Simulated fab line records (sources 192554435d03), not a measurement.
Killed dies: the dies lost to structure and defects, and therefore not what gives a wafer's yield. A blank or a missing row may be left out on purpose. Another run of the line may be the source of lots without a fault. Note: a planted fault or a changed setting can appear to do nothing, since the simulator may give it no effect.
Chamber matching | flow n5 finfet | N5_BEOL_M0_SAQP_PECVD_00 on pecvd-04: 3 sister chambers
The step deposits SiCN from 3MS/NH3, target thk 8 nm, time 14 s. 18 wafers are shown with their chamber, then 9 later ones without.

## WAFERS, EACH WITH ITS CHAMBER
wafer  | chamber | showerhead plenum p Torr (Torr) | throttle valve pct (%)
L074.1 | 2       | 3.663                           | 8.9
L074.2 | 0       | 3.664                           | 8.5
L074.3 | 1       | 3.708                           | 9.2
L074.4 | 0       | 3.657                           | 9.0
L074.5 | 2       | 3.644                           | 9.0
L074.6 | 1       | 3.706                           | 9.5
L078.2 | 2       | 3.672                           | 8.7
L078.5 | 0       | 3.654                           | 9.0
L078.6 | 2       | 3.660                           | 8.9
L085.1 | 0       | 3.664                           | 8.7
L085.2 | 2       | 3.657                           | 9.0
L085.6 | 1       | 3.699                           | 9.2
L089.1 | 0       | 3.661                           | 8.7
L089.2 | 2       | 3.657                           | 8.8
L089.5 | 0       | 3.666                           | 8.9
L090.1 | 2       | 3.666                           | 8.8
L090.4 | 2       | 3.663                           | 8.7
L090.5 | 0       | 3.660                           | 8.7

SIGNATURES (means of the wafers above)
reading                  | chamber 0 | chamber 1 | chamber 2 | scatter within a chamber
showerhead plenum p Torr | 3.66086   | 3.70433   | 3.66025   | 0.00646
throttle valve pct       | 8.786     | 9.300     | 8.850     | 0.157
Rule: a wafer lies at a distance from a chamber equal to the root of the sum of squares, over the readings, of (its reading less the chamber's mean, divided by the reading's scatter). The wafer belongs to the nearest chamber; if the next one is less than 2 further off, it can't be placed. The scatter: take each reading less its chamber's mean, square it, sum over the shown wafers, divide by the number of wafers less the number of chambers, and take the root.

## WAFERS WHOSE CHAMBER IS MISSING
wafer  | showerhead plenum p Torr (Torr) | throttle valve pct (%)
L091.3 | 3.687                           | 9.5
L091.4 | 3.658                           | 8.9
L091.5 | 3.653                           | 8.9
L095.2 | 3.682                           | 9.3
L095.5 | 3.701                           | 9.5
L095.6 | 3.667                           | 9.3
L097.2 | 3.659                           | 9.1
L097.4 | 3.692                           | 9.6
L097.6 | 3.648                           | 9.1

## CHAMBER TAKEN BY EACH
wafer  | from the rows above          | in truth
L091.3 | 1                            | 1
L091.4 | can't be placed: 2 or 0      | 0
L091.5 | can't be placed: 2 or 0      | 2
L095.2 | can't be placed: 1 or 2 or 0 | 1
L095.5 | 1                            | 1
L095.6 | can't be placed: 2 or 0      | 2
L097.2 | can't be placed: 2 or 0      | 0
L097.4 | 1                            | 1
L097.6 | can't be placed: 2 or 0      | 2
Correctly placed: 3 of 9. Not placeable from these rows: 6 (in 6, the candidates include the true chamber). Number placed wrongly: 0.
